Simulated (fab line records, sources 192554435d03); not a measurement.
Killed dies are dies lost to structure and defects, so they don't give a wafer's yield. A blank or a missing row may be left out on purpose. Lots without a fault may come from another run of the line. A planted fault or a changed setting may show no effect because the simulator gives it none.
Chamber matching | flow n5_finfet | N5_BEOL_M11_CMP_52 on cmp-03: 4 sister chambers
The step polishes, stops on SiCOH lowk, t overpolish 7 s, target thk 140 nm. 20 wafers are shown with their chamber, then 10 later ones without.

WAFERS WITH THEIR CHAMBER
wafer  | chamber | motor_current_A (A) | barrier_field_endpoint_s (s) | time_to_endpoint_s (s)
L074.1 | 0       | 6.4                 | 27.3                         | 62.8
L074.4 | 3       | 5.8                 | 28.7                         | 64.6
L074.6 | 2       | 6.7                 | 28.6                         | 64.3
L077.2 | 0       | 6.6                 | 28.8                         | 65.7
L077.3 | 1       | 6.6                 | 30.3                         | 70.5
L077.5 | 1       | 6.7                 | 31.1                         | 71.5
L075.2 | 1       | 6.3                 | 29.8                         | 70.5
L075.3 | 0       | 6.7                 | 29.1                         | 70.5
L075.4 | 3       | 5.6                 | 28.8                         | 69.4
L081.3 | 0       | 6.3                 | 29.5                         | 66.9
L081.5 | 2       | 6.9                 | 28.9                         | 66.5
L081.6 | 3       | 6.0                 | 28.0                         | 64.7
L084.1 | 1       | 6.5                 | 28.9                         | 69.4
L084.4 | 2       | 7.0                 | 28.7                         | 63.3
L084.5 | 0       | 6.4                 | 28.9                         | 66.7
L090.3 | 2       | 6.4                 | 29.0                         | 65.4
L090.4 | 1       | 5.8                 | 30.9                         | 69.1
L090.6 | 2       | 6.8                 | 29.7                         | 67.3
L085.2 | 1       | 6.5                 | 29.6                         | 71.7
L085.3 | 0       | 6.3                 | 27.7                         | 62.9

SIGNATURES (means of the wafers above)
reading                  | chamber 0 | chamber 1 | chamber 2 | chamber 3 | scatter within a chamber
motor_current_A          | 6.450     | 6.400     | 6.760     | 5.800     | 0.243
barrier_field_endpoint_s | 28.550    | 30.100    | 28.980    | 28.500    | 0.719
time_to_endpoint_s       | 65.917    | 70.450    | 65.360    | 66.233    | 2.13
Rule: a wafer's distance from a chamber is the root of the sum, over the readings, of the square of ((its reading less the chamber's mean) divided by the reading's scatter). The wafer belongs to the nearest chamber; if the next one is less than 2 further off, it can't be placed. The scatter: the root of (the sum of the squares of (reading less its chamber's mean) over the shown wafers, divided by (wafers less chambers)).

WAFERS WITHOUT THEIR CHAMBER
wafer  | motor_current_A (A) | barrier_field_endpoint_s (s) | time_to_endpoint_s (s)
L085.4 | 5.7                 | 29.3                         | 65.5
L089.1 | 6.7                 | 28.6                         | 69.1
L089.2 | 6.8                 | 28.6                         | 65.3
L089.4 | 5.5                 | 28.7                         | 67.4
L094.2 | 6.6                 | 29.3                         | 67.2
L094.3 | 6.2                 | 30.6                         | 73.1
L094.4 | 6.5                 | 29.2                         | 68.2
L095.1 | 6.5                 | 28.9                         | 67.9
L095.2 | 6.3                 | 29.0                         | 64.7
L095.6 | 6.5                 | 29.5                         | 68.5

WHICH CHAMBER EACH WENT THROUGH
wafer  | from the rows above               | in truth
L085.4 | 3                                 | 3
L089.1 | can't be placed: 0 or 2 or 1      | 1
L089.2 | can't be placed: 2 or 0           | 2
L089.4 | 3                                 | 3
L094.2 | can't be placed: 2 or 0 or 1      | 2
L094.3 | 1                                 | 1
L094.4 | can't be placed: 0 or 1 or 2 or 3 | 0
L095.1 | can't be placed: 0 or 2 or 1 or 3 | 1
L095.2 | can't be placed: 0 or 2 or 3      | 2
L095.6 | can't be placed: 1 or 0 or 2      | 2
Placed correctly: 3 of 10. Can't be placed from these rows: 7 (the true chamber is among the candidates in 7). Placed wrongly: 0.
